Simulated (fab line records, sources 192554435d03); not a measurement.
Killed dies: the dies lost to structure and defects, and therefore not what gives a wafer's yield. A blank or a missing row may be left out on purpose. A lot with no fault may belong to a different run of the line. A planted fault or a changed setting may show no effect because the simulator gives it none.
Which tool is to blame? :: flow n5-finfet :: Sampling: 24 lots, 72 wafers, 5 of 1938 route steps

== WHAT EACH GAUGE READ, for each wafer ==
N5_BEOL_M1_INSPECT_13: inspects for defects (brightfield).
lot: L074
measured: day 6 05:14
on: defect-inspect-02
raw-defect-count: 362 338 548

lot: L075
measured: day 6 08:28
on: defect-inspect-01
raw-defect-count: 366 320 443

lot: L076
measured: day 6 14:15
on: defect-inspect-01
raw-defect-count: 466 484 508

lot: L077
measured: day 6 22:49
on: defect-inspect-01
raw-defect-count: 360 387 333

lot: L078
measured: day 6 23:07
on: defect-inspect-02
raw-defect-count: 419 328 261

lot: L079
measured: day 7 06:10
on: defect-inspect-02
raw-defect-count: 373 384 374

lot: L080
measured: day 8 03:20
on: defect-inspect-02
raw-defect-count: 354 408 423

lot: L081
measured: day 8 02:27
on: defect-inspect-02
raw-defect-count: 352 340 461

lot: L082
measured: day 8 04:52
on: defect-inspect-02
raw-defect-count: 409 447 286

lot: L083
measured: day 8 11:46
on: defect-inspect-02
raw-defect-count: 354 367 436

lot: L084
measured: day 8 12:31
on: defect-inspect-02
raw-defect-count: 242 329 254

lot: L085
measured: day 8 20:31
on: defect-inspect-02
raw-defect-count: 306 293 495

lot: L086
measured: day 9 00:25
on: defect-inspect-02
raw-defect-count: 287 348 381

lot: L087
measured: day 9 10:18
on: defect-inspect-02
raw-defect-count: 603 519 569

lot: L088
measured: day 9 10:34
on: defect-inspect-02
raw-defect-count: 212 208 261

lot: L089
measured: day 9 21:27
on: defect-inspect-02
raw-defect-count: 319 292 244

lot: L090
measured: day 10 02:04
on: defect-inspect-02
raw-defect-count: 378 384 385

lot: L091
measured: day 10 07:49
on: defect-inspect-02
raw-defect-count: 394 306 515

lot: L092
measured: day 10 11:39
on: defect-inspect-02
raw-defect-count: 401 519 481

lot: L093
measured: day 11 00:43
on: defect-inspect-02
raw-defect-count: 287 189 284

lot: L094
measured: day 11 00:57
on: defect-inspect-02
raw-defect-count: 374 381 292

lot: L095
measured: day 11 10:57
on: defect-inspect-02
raw-defect-count: 460 375 517

lot: L096
measured: day 11 18:34
on: defect-inspect-02
raw-defect-count: 422 402 464

lot: L097
measured: day 12 04:27
on: defect-inspect-01
raw-defect-count: 387 289 284

N5_BEOL_M1_OCD_MEAS_38.
lot: L074
measured: day 6 08:31
on: ocd-01
trench-depth-nm (nm): 56.2 57.9 53.5

lot: L075
measured: day 6 21:52
on: ocd-02
trench-depth-nm (nm): 56.2 55.9 53.4

lot: L076
measured: day 6 22:20
on: ocd-02
trench-depth-nm (nm): 55.7 54.6 54.5

lot: L077
measured: day 7 01:48
on: ocd-01
trench-depth-nm (nm): 54.7 54.7 56.9

lot: L078
measured: day 7 03:34
on: ocd-01
trench-depth-nm (nm): 52.8 56.1 52.3

lot: L079
measured: day 7 08:05
on: ocd-01
trench-depth-nm (nm): 53.2 53.2 53.0

lot: L080
measured: day 8 15:53
on: ocd-02
trench-depth-nm (nm): 53.8 56.7 52.9

lot: L081
measured: day 8 09:02
on: ocd-01
trench-depth-nm (nm): 55.0 55.9 54.8

lot: L082
measured: day 8 15:59
on: ocd-02
trench-depth-nm (nm): 52.7 55.8 53.2

lot: L083
measured: day 8 16:28
on: ocd-02
trench-depth-nm (nm): 54.8 54.1 55.3

lot: L084
measured: day 8 23:37
on: ocd-02
trench-depth-nm (nm): 55.7 53.3 53.2

lot: L085
measured: day 9 02:12
on: ocd-02
trench-depth-nm (nm): 53.2 55.3 55.8

lot: L086
measured: day 10 02:20
on: ocd-01
trench-depth-nm (nm): 54.4 55.0 52.5

lot: L087
measured: day 9 16:43
on: ocd-01
trench-depth-nm (nm): 52.9 56.6 53.3

lot: L088
measured: day 9 16:45
on: ocd-02
trench-depth-nm (nm): 55.8 53.5 53.1

lot: L089
measured: day 10 10:26
on: ocd-02
trench-depth-nm (nm): 52.6 54.4 55.6

lot: L090
measured: day 11 01:49
on: ocd-02
trench-depth-nm (nm): 54.3 54.7 55.5

lot: L091
measured: day 11 01:50
on: ocd-01
trench-depth-nm (nm): 54.9 53.5 55.1

lot: L092
measured: day 11 10:02
on: ocd-02
trench-depth-nm (nm): 55.3 54.7 53.6

lot: L093
measured: day 11 22:13
on: ocd-01
trench-depth-nm (nm): 56.8 55.0 55.1

lot: L094
measured: day 11 22:24
on: ocd-02
trench-depth-nm (nm): 56.3 55.2 53.8

lot: L095
measured: day 12 15:42
on: ocd-01
trench-depth-nm (nm): 54.9 54.8 53.9

lot: L096
measured: day 12 07:43
on: ocd-02
trench-depth-nm (nm): 52.3 57.3 56.1

lot: L097
measured: day 13 00:36
on: ocd-02
trench-depth-nm (nm): 54.1 53.7 54.7

== EACH LOT AND THE TOOL THAT RAN IT (in order: tool; ch and the chambers of the sampled wafers; start) ==
lot: L074
N5_BEOL_M0_CUTY_ETCH_63: rie-diel-04 ch 0,2, day 5 20:02
N5_BEOL_M0_DEP_125: pecvd-02 ch 0,1, day 6 03:07
N5_BEOL_M1_STRIP_36: rie-diel-02 ch 0,1,2, day 6 08:19

lot: L075
N5_BEOL_M0_CUTY_ETCH_63: rie-diel-04 ch 1,2,3, day 6 00:50
N5_BEOL_M0_DEP_125: pecvd-03 ch 0,2, day 6 05:38
N5_BEOL_M1_STRIP_36: rie-diel-06 ch 0,1,2, day 6 21:40

lot: L076
N5_BEOL_M0_CUTY_ETCH_63: rie-diel-01 ch 0,3, day 6 06:52
N5_BEOL_M0_DEP_125: pecvd-02 ch 0,1, day 6 11:39
N5_BEOL_M1_STRIP_36: rie-diel-06 ch 0,1, day 6 22:08

lot: L077
N5_BEOL_M0_CUTY_ETCH_63: rie-diel-05 ch 0,1,2, day 6 11:46
N5_BEOL_M0_DEP_125: pecvd-03 ch 0,1,2, day 6 21:16
N5_BEOL_M1_STRIP_36: rie-diel-06 ch 0,1,3, day 7 01:36

lot: L078
N5_BEOL_M0_CUTY_ETCH_63: rie-diel-01 ch 0,2,3, day 6 14:46
N5_BEOL_M0_DEP_125: pecvd-02 ch 0,2, day 6 21:41
N5_BEOL_M1_STRIP_36: rie-diel-02 ch 2,3, day 7 03:22

lot: L079
N5_BEOL_M0_CUTY_ETCH_63: rie-diel-04 ch 1,2, day 6 21:20
N5_BEOL_M0_DEP_125: pecvd-03 ch 0,1,2, day 7 04:51
N5_BEOL_M1_STRIP_36: rie-diel-02 ch 0,3, day 7 07:53

lot: L080
N5_BEOL_M0_CUTY_ETCH_63: rie-diel-05 ch 1,3, day 7 08:27
N5_BEOL_M0_DEP_125: pecvd-03 ch 0,2, day 8 01:11
N5_BEOL_M1_STRIP_36: rie-diel-02 ch 0,1, day 8 15:41

lot: L081
N5_BEOL_M0_CUTY_ETCH_63: rie-diel-05 ch 0,1,2, day 7 12:35
N5_BEOL_M0_DEP_125: pecvd-04 ch 0,1,2, day 8 00:37
N5_BEOL_M1_STRIP_36: rie-diel-06 ch 0,1,3, day 8 08:50

lot: L082
N5_BEOL_M0_CUTY_ETCH_63: rie-diel-01 ch 1,2, day 7 15:29
N5_BEOL_M0_DEP_125: pecvd-02 ch 0,1,2, day 8 03:23
N5_BEOL_M1_STRIP_36: rie-diel-06 ch 2,3, day 8 15:47

lot: L083
N5_BEOL_M0_CUTY_ETCH_63: rie-diel-04 ch 0,1,3, day 8 01:58
N5_BEOL_M0_DEP_125: pecvd-03 ch 1,2, day 8 10:40
N5_BEOL_M1_STRIP_36: rie-diel-03 ch 0,1,2, day 8 16:17

lot: L084
N5_BEOL_M0_CUTY_ETCH_63: rie-diel-01 ch 0,1, day 8 05:01
N5_BEOL_M0_DEP_125: pecvd-04 ch 0,2, day 8 10:50
N5_BEOL_M1_STRIP_36: rie-diel-02 ch 0,2, day 8 23:25

lot: L085
N5_BEOL_M0_CUTY_ETCH_63: rie-diel-01 ch 0,1,3, day 8 10:06
N5_BEOL_M0_DEP_125: pecvd-04 ch 1,2, day 8 17:48
N5_BEOL_M1_STRIP_36: rie-diel-06 ch 1,2,3, day 9 02:01

lot: L086
N5_BEOL_M0_CUTY_ETCH_63: rie-diel-01 ch 1,3, day 8 16:40
N5_BEOL_M0_DEP_125: pecvd-04 ch 1,2, day 8 22:42
N5_BEOL_M1_STRIP_36: rie-diel-06 ch 0,2,3, day 10 02:08

lot: L087
N5_BEOL_M0_CUTY_ETCH_63: rie-diel-05 ch 0,2,3, day 9 01:37
N5_BEOL_M0_DEP_125: pecvd-02 ch 0,1,2, day 9 07:00
N5_BEOL_M1_STRIP_36: rie-diel-02 ch 0,2,3, day 9 16:31

lot: L088
N5_BEOL_M0_CUTY_ETCH_63: rie-diel-04 ch 1,2, day 9 03:31
N5_BEOL_M0_DEP_125: pecvd-02 ch 1,2, day 9 08:28
N5_BEOL_M1_STRIP_36: rie-diel-03 ch 0,1, day 9 16:33

lot: L089
N5_BEOL_M0_CUTY_ETCH_63: rie-diel-04 ch 0,1,2, day 9 14:34
N5_BEOL_M0_DEP_125: pecvd-02 ch 0,1, day 9 19:41
N5_BEOL_M1_STRIP_36: rie-diel-03 ch 0,1,3, day 10 10:14

lot: L090
N5_BEOL_M0_CUTY_ETCH_63: rie-diel-01 ch 0,2,3, day 9 17:53
N5_BEOL_M0_DEP_125: pecvd-02 ch 0,1, day 10 00:29
N5_BEOL_M1_STRIP_36: rie-diel-03 ch 1,2,3, day 11 01:37

lot: L091
N5_BEOL_M0_CUTY_ETCH_63: rie-diel-05 ch 1,2,3, day 9 23:50
N5_BEOL_M0_DEP_125: pecvd-02 ch 1, day 10 04:09
N5_BEOL_M1_STRIP_36: rie-diel-06 ch 1,2,3, day 11 01:39

lot: L092
N5_BEOL_M0_CUTY_ETCH_63: rie-diel-05 ch 2,3, day 10 05:11
N5_BEOL_M0_DEP_125: pecvd-04 ch 1,2, day 10 09:51
N5_BEOL_M1_STRIP_36: rie-diel-03 ch 1,2,3, day 11 09:51

lot: L093
N5_BEOL_M0_CUTY_ETCH_63: rie-diel-05 ch 0,1, day 10 14:04
N5_BEOL_M0_DEP_125: pecvd-02 ch 1,2, day 10 20:56
N5_BEOL_M1_STRIP_36: rie-diel-02 ch 0,1, day 11 22:01

lot: L094
N5_BEOL_M0_CUTY_ETCH_63: rie-diel-04 ch 0,2,3, day 10 14:31
N5_BEOL_M0_DEP_125: pecvd-02 ch 0,1,2, day 10 21:17
N5_BEOL_M1_STRIP_36: rie-diel-03 ch 1,2,3, day 11 22:12

lot: L095
N5_BEOL_M0_CUTY_ETCH_63: rie-diel-01 ch 1,2, day 10 22:37
N5_BEOL_M0_DEP_125: pecvd-03 ch 0,1,2, day 11 09:00
N5_BEOL_M1_STRIP_36: rie-diel-06 ch 2,3, day 12 15:30

lot: L096
N5_BEOL_M0_CUTY_ETCH_63: rie-diel-04 ch 0,2,3, day 11 12:02
N5_BEOL_M0_DEP_125: pecvd-04 ch 0,1,2, day 11 17:25
N5_BEOL_M1_STRIP_36: rie-diel-02 ch 1,2,3, day 12 07:32

lot: L097
N5_BEOL_M0_CUTY_ETCH_63: rie-diel-04 ch 1,2, day 11 17:18
N5_BEOL_M0_DEP_125: pecvd-04 ch 0,1, day 12 02:47
N5_BEOL_M1_STRIP_36: rie-diel-06 ch 1,2,3, day 13 00:24
- N5_BEOL_M0_CUTY_ETCH_63: etches SOC in N2/H2, target depth 82.7 nm, overetch 16.5 nm, time 124 s.
- N5_BEOL_M0_DEP_125: deposits SiCN from 3MS/NH3, target thk 8 nm, time 14 s.
- N5_BEOL_M1_STRIP_36: strips in N2/H2.

== AS READ BY THE TOOLS THEMSELVES (means over the sampled wafers that have a number; for cases with no such wafer, the mark the record gives instead) ==
N5_BEOL_M0_CUTY_ETCH_63.
lot: L074
tool: rie-diel-04
drypump-motor-current-A (A): 5.7
oes-product-au (a.u.): 0.68
rf-vpp-V (V): 524.8
showerhead-plenum-p-Torr (Torr): 2.58
throttle-valve-pct (%): 17.63

lot: L075
tool: rie-diel-04
drypump-motor-current-A (A): 5.7
oes-product-au (a.u.): 0.68
rf-vpp-V (V): 523.0
showerhead-plenum-p-Torr (Torr): 2.49
throttle-valve-pct (%): 17.84

lot: L076
tool: rie-diel-01
drypump-motor-current-A (A): 5.8
oes-product-au (a.u.): 0.60
rf-vpp-V (V): 524.4
showerhead-plenum-p-Torr (Torr): 2.54
throttle-valve-pct (%): 17.80

lot: L077
tool: rie-diel-05
drypump-motor-current-A (A): 5.5
oes-product-au (a.u.): 0.62
rf-vpp-V (V): 523.2
showerhead-plenum-p-Torr (Torr): 2.52
throttle-valve-pct (%): 17.77

lot: L078
tool: rie-diel-01
drypump-motor-current-A (A): 5.4
oes-product-au (a.u.): 0.60
rf-vpp-V (V): 523.9
showerhead-plenum-p-Torr (Torr): 2.52
throttle-valve-pct (%): 17.94

lot: L079
tool: rie-diel-04
drypump-motor-current-A (A): 5.8
oes-product-au (a.u.): 0.70
rf-vpp-V (V): 524.1
showerhead-plenum-p-Torr (Torr): 2.54
throttle-valve-pct (%): 17.91

lot: L080
tool: rie-diel-05
drypump-motor-current-A (A): 6.0
oes-product-au (a.u.): 0.62
rf-vpp-V (V): 523.0
showerhead-plenum-p-Torr (Torr): 2.47
throttle-valve-pct (%): 17.82

lot: L081
tool: rie-diel-05
drypump-motor-current-A (A): 5.6
oes-product-au (a.u.): 0.61
rf-vpp-V (V): 524.2
showerhead-plenum-p-Torr (Torr): 2.51
throttle-valve-pct (%): 17.77

lot: L082
tool: rie-diel-01
drypump-motor-current-A (A): 5.6
oes-product-au (a.u.): 0.64
rf-vpp-V (V): 526.5
showerhead-plenum-p-Torr (Torr): 2.65
throttle-valve-pct (%): 17.91

lot: L083
tool: rie-diel-04
drypump-motor-current-A (A): 5.9
oes-product-au (a.u.): 0.62
rf-vpp-V (V): 521.6
showerhead-plenum-p-Torr (Torr): 2.48
throttle-valve-pct (%): 17.78

lot: L084
tool: rie-diel-01
drypump-motor-current-A (A): 6.1
oes-product-au (a.u.): 0.59
rf-vpp-V (V): 525.9
showerhead-plenum-p-Torr (Torr): 2.63
throttle-valve-pct (%): 17.84

lot: L085
tool: rie-diel-01
drypump-motor-current-A (A): 5.7
oes-product-au (a.u.): 0.62
rf-vpp-V (V): 525.3
showerhead-plenum-p-Torr (Torr): 2.57
throttle-valve-pct (%): 17.77

lot: L086
tool: rie-diel-01
drypump-motor-current-A (A): 5.5
oes-product-au (a.u.): 0.65
rf-vpp-V (V): 525.5
showerhead-plenum-p-Torr (Torr): 2.60
throttle-valve-pct (%): 17.73

lot: L087
tool: rie-diel-05
drypump-motor-current-A (A): 5.3
oes-product-au (a.u.): 0.58
rf-vpp-V (V): 522.9
showerhead-plenum-p-Torr (Torr): 2.46
throttle-valve-pct (%): 17.66

lot: L088
tool: rie-diel-04
drypump-motor-current-A (A): 5.9
oes-product-au (a.u.): 0.64
rf-vpp-V (V): 523.0
showerhead-plenum-p-Torr (Torr): 2.48
throttle-valve-pct (%): 18.00

lot: L089
tool: rie-diel-04
drypump-motor-current-A (A): 5.8
oes-product-au (a.u.): 0.65
rf-vpp-V (V): 522.8
showerhead-plenum-p-Torr (Torr): 2.52
throttle-valve-pct (%): 17.83

lot: L090
tool: rie-diel-01
drypump-motor-current-A (A): 5.5
oes-product-au (a.u.): 0.59
rf-vpp-V (V): 523.7
showerhead-plenum-p-Torr (Torr): 2.51
throttle-valve-pct (%): 17.97

lot: L091
tool: rie-diel-05
drypump-motor-current-A (A): 5.7
oes-product-au (a.u.): 0.59
rf-vpp-V (V): 523.2
showerhead-plenum-p-Torr (Torr): 2.49
throttle-valve-pct (%): 17.72

lot: L092
tool: rie-diel-05
drypump-motor-current-A (A): 5.3
oes-product-au (a.u.): 0.57
rf-vpp-V (V): 525.0
showerhead-plenum-p-Torr (Torr): 2.50
throttle-valve-pct (%): 17.60

lot: L093
tool: rie-diel-05
drypump-motor-current-A (A): 5.8
oes-product-au (a.u.): 0.62
rf-vpp-V (V): 522.0
showerhead-plenum-p-Torr (Torr): 2.48
throttle-valve-pct (%): 17.95

lot: L094
tool: rie-diel-04
drypump-motor-current-A (A): 5.6
oes-product-au (a.u.): 0.65
rf-vpp-V (V): 522.8
showerhead-plenum-p-Torr (Torr): 2.52
throttle-valve-pct (%): 17.74

lot: L095
tool: rie-diel-01
drypump-motor-current-A (A): 5.3
oes-product-au (a.u.): 0.60
rf-vpp-V (V): 524.5
showerhead-plenum-p-Torr (Torr): 2.59
throttle-valve-pct (%): 18.13

lot: L096
tool: rie-diel-04
drypump-motor-current-A (A): 5.6
oes-product-au (a.u.): 0.64
rf-vpp-V (V): 523.2
showerhead-plenum-p-Torr (Torr): 2.51
throttle-valve-pct (%): 17.75

lot: L097
tool: rie-diel-04
drypump-motor-current-A (A): 6.0
oes-product-au (a.u.): 0.62
rf-vpp-V (V): 521.9
showerhead-plenum-p-Torr (Torr): 2.47
throttle-valve-pct (%): 18.03

N5_BEOL_M0_DEP_125.
lot: L074
tool: pecvd-02
showerhead-plenum-p-Torr (Torr): 3.671
throttle-valve-pct (%): 9.2

lot: L075
tool: pecvd-03
showerhead-plenum-p-Torr (Torr): 3.661
throttle-valve-pct (%): 9.4

lot: L076
tool: pecvd-02
showerhead-plenum-p-Torr (Torr): 3.668
throttle-valve-pct (%): 9.3

lot: L077
tool: pecvd-03
showerhead-plenum-p-Torr (Torr): 3.666
throttle-valve-pct (%): 9.3

lot: L078
tool: pecvd-02
showerhead-plenum-p-Torr (Torr): 3.683
throttle-valve-pct (%): 8.6

lot: L079
tool: pecvd-03
showerhead-plenum-p-Torr (Torr): 3.669
throttle-valve-pct (%): 9.3

lot: L080
tool: pecvd-03
showerhead-plenum-p-Torr (Torr): 3.675
throttle-valve-pct (%): 9.8

lot: L081
tool: pecvd-04
showerhead-plenum-p-Torr (Torr): 3.670
throttle-valve-pct (%): 9.7

lot: L082
tool: pecvd-02
showerhead-plenum-p-Torr (Torr): 3.675
throttle-valve-pct (%): 9.0

lot: L083
tool: pecvd-03
showerhead-plenum-p-Torr (Torr): 3.659
throttle-valve-pct (%): 8.8

lot: L084
tool: pecvd-04
showerhead-plenum-p-Torr (Torr): 3.675
throttle-valve-pct (%): 9.0

lot: L085
tool: pecvd-04
showerhead-plenum-p-Torr (Torr): 3.650
throttle-valve-pct (%): 9.5

lot: L086
tool: pecvd-04
showerhead-plenum-p-Torr (Torr): 3.649
throttle-valve-pct (%): 10.1

lot: L087
tool: pecvd-02
showerhead-plenum-p-Torr (Torr): 3.679
throttle-valve-pct (%): 9.0

lot: L088
tool: pecvd-02
showerhead-plenum-p-Torr (Torr): 3.674
throttle-valve-pct (%): 8.7

lot: L089
tool: pecvd-02
showerhead-plenum-p-Torr (Torr): 3.669
throttle-valve-pct (%): 9.3

lot: L090
tool: pecvd-02
showerhead-plenum-p-Torr (Torr): 3.677
throttle-valve-pct (%): 9.4

lot: L091
tool: pecvd-02
showerhead-plenum-p-Torr (Torr): 3.665
throttle-valve-pct (%): 9.5

lot: L092
tool: pecvd-04
showerhead-plenum-p-Torr (Torr): 3.661
throttle-valve-pct (%): 10.3

lot: L093
tool: pecvd-02
showerhead-plenum-p-Torr (Torr): 3.673
throttle-valve-pct (%): 8.5

lot: L094
tool: pecvd-02
showerhead-plenum-p-Torr (Torr): 3.674
throttle-valve-pct (%): 8.8

lot: L095
tool: pecvd-03
showerhead-plenum-p-Torr (Torr): 3.669
throttle-valve-pct (%): 9.3

lot: L096
tool: pecvd-04
showerhead-plenum-p-Torr (Torr): 3.667
throttle-valve-pct (%): 9.8

lot: L097
tool: pecvd-04
showerhead-plenum-p-Torr (Torr): 3.676
throttle-valve-pct (%): 10.5

N5_BEOL_M1_STRIP_36.
lot: L074
tool: rie-diel-02
drypump-motor-current-A (A): 5.5
oes-product-au (a.u.): 0.82
rf-vpp-V (V): 57.5
showerhead-plenum-p-Torr (Torr): 2.56
throttle-valve-pct (%): 23.51

lot: L075
tool: rie-diel-06
drypump-motor-current-A (A): 5.6
oes-product-au (a.u.): 0.89
rf-vpp-V (V): 59.6
showerhead-plenum-p-Torr (Torr): 2.47
throttle-valve-pct (%): 23.46

lot: L076
tool: rie-diel-06
drypump-motor-current-A (A): 5.4
oes-product-au (a.u.): 0.90
rf-vpp-V (V): 59.1
showerhead-plenum-p-Torr (Torr): 2.54
throttle-valve-pct (%): 23.24

lot: L077
tool: rie-diel-06
drypump-motor-current-A (A): 5.6
oes-product-au (a.u.): 0.84
rf-vpp-V (V): 59.5
showerhead-plenum-p-Torr (Torr): 2.52
throttle-valve-pct (%): 23.37

lot: L078
tool: rie-diel-02
drypump-motor-current-A (A): 5.7
oes-product-au (a.u.): 0.74
rf-vpp-V (V): 59.9
showerhead-plenum-p-Torr (Torr): 2.44
throttle-valve-pct (%): 23.52

lot: L079
tool: rie-diel-02
drypump-motor-current-A (A): 5.5
oes-product-au (a.u.): 0.79
rf-vpp-V (V): 58.7
showerhead-plenum-p-Torr (Torr): 2.46
throttle-valve-pct (%): 23.65

lot: L080
tool: rie-diel-02
drypump-motor-current-A (A): 5.5
oes-product-au (a.u.): 0.83
rf-vpp-V (V): 58.8
showerhead-plenum-p-Torr (Torr): 2.54
throttle-valve-pct (%): 23.59

lot: L081
tool: rie-diel-06
drypump-motor-current-A (A): 5.6
oes-product-au (a.u.): 0.84
rf-vpp-V (V): 59.4
showerhead-plenum-p-Torr (Torr): 2.52
throttle-valve-pct (%): 23.38

lot: L082
tool: rie-diel-06
drypump-motor-current-A (A): 5.8
oes-product-au (a.u.): 0.77
rf-vpp-V (V): 58.9
showerhead-plenum-p-Torr (Torr): 2.41
throttle-valve-pct (%): 23.76

lot: L083
tool: rie-diel-03
drypump-motor-current-A (A): 6.0
oes-product-au (a.u.): 0.77
rf-vpp-V (V): 59.6
showerhead-plenum-p-Torr (Torr): 2.59
throttle-valve-pct (%): 23.74

lot: L084
tool: rie-diel-02
drypump-motor-current-A (A): 5.5
oes-product-au (a.u.): 0.79
rf-vpp-V (V): 58.7
showerhead-plenum-p-Torr (Torr): 2.48
throttle-valve-pct (%): 23.67

lot: L085
tool: rie-diel-06
drypump-motor-current-A (A): 5.7
oes-product-au (a.u.): 0.79
rf-vpp-V (V): 57.8
showerhead-plenum-p-Torr (Torr): 2.48
throttle-valve-pct (%): 23.54

lot: L086
tool: rie-diel-06
drypump-motor-current-A (A): 5.7
oes-product-au (a.u.): 0.80
rf-vpp-V (V): 59.7
showerhead-plenum-p-Torr (Torr): 2.45
throttle-valve-pct (%): 23.59

lot: L087
tool: rie-diel-02
drypump-motor-current-A (A): 5.6
oes-product-au (a.u.): 0.76
rf-vpp-V (V): 59.7
showerhead-plenum-p-Torr (Torr): 2.46
throttle-valve-pct (%): 23.61

lot: L088
tool: rie-diel-03
drypump-motor-current-A (A): 6.2
oes-product-au (a.u.): 0.84
rf-vpp-V (V): 59.3
showerhead-plenum-p-Torr (Torr): 2.59
throttle-valve-pct (%): 23.89

lot: L089
tool: rie-diel-03
drypump-motor-current-A (A): 5.8
oes-product-au (a.u.): 0.79
rf-vpp-V (V): 59.8
showerhead-plenum-p-Torr (Torr): 2.59
throttle-valve-pct (%): 23.92

lot: L090
tool: rie-diel-03
drypump-motor-current-A (A): 5.6
oes-product-au (a.u.): 0.72
rf-vpp-V (V): 59.8
showerhead-plenum-p-Torr (Torr): 2.58
throttle-valve-pct (%): 23.79

lot: L091
tool: rie-diel-06
drypump-motor-current-A (A): 5.7
oes-product-au (a.u.): 0.77
rf-vpp-V (V): 60.5
showerhead-plenum-p-Torr (Torr): 2.47
throttle-valve-pct (%): 23.56

lot: L092
tool: rie-diel-03
drypump-motor-current-A (A): 5.6
oes-product-au (a.u.): 0.72
rf-vpp-V (V): 58.6
showerhead-plenum-p-Torr (Torr): 2.58
throttle-valve-pct (%): 23.78

lot: L093
tool: rie-diel-02
drypump-motor-current-A (A): 5.5
oes-product-au (a.u.): 0.81
rf-vpp-V (V): 59.3
showerhead-plenum-p-Torr (Torr): 2.53
throttle-valve-pct (%): 23.62

lot: L094
tool: rie-diel-03
drypump-motor-current-A (A): 5.6
oes-product-au (a.u.): 0.72
rf-vpp-V (V): 58.3
showerhead-plenum-p-Torr (Torr): 2.58
throttle-valve-pct (%): 23.78

lot: L095
tool: rie-diel-06
drypump-motor-current-A (A): 5.8
oes-product-au (a.u.): 0.74
rf-vpp-V (V): 58.9
showerhead-plenum-p-Torr (Torr): 2.40
throttle-valve-pct (%): 23.78

lot: L096
tool: rie-diel-02
drypump-motor-current-A (A): 5.5
oes-product-au (a.u.): 0.76
rf-vpp-V (V): 58.6
showerhead-plenum-p-Torr (Torr): 2.52
throttle-valve-pct (%): 23.50

lot: L097
tool: rie-diel-06
drypump-motor-current-A (A): 5.7
oes-product-au (a.u.): 0.76
rf-vpp-V (V): 59.8
showerhead-plenum-p-Torr (Torr): 2.46
throttle-valve-pct (%): 23.58

== THE ANSWER, worked out from the rows above alone ==
Rule: the lots themselves supply what counts as usual. The widest of any qualifying gaps counts: lots, ordered by their means at a reading, are off when they make up no more than a third of the lots, leave a main group of 4 or more, and stand apart from it by 3 or more times the standard deviation of that group's means. A main group is skipped when, at the precision printed for the reading in the tables above, its means are all equal. Also off: a lot with no number at a reading for which 4 or more lots have one. The other lots that the step has rows for count as sound. After the gauges, taken in route order, come the tools' own readings; for these a lot's mean is taken, as printed above. The first step at which some lot is off is used, and at that step the reading that is off furthest; a lot without a number counts as furthest.
Across all readings shown, no lot is off: no conclusion can be drawn from this.

== WHAT THE SIMULATOR HAD PUT IN ==
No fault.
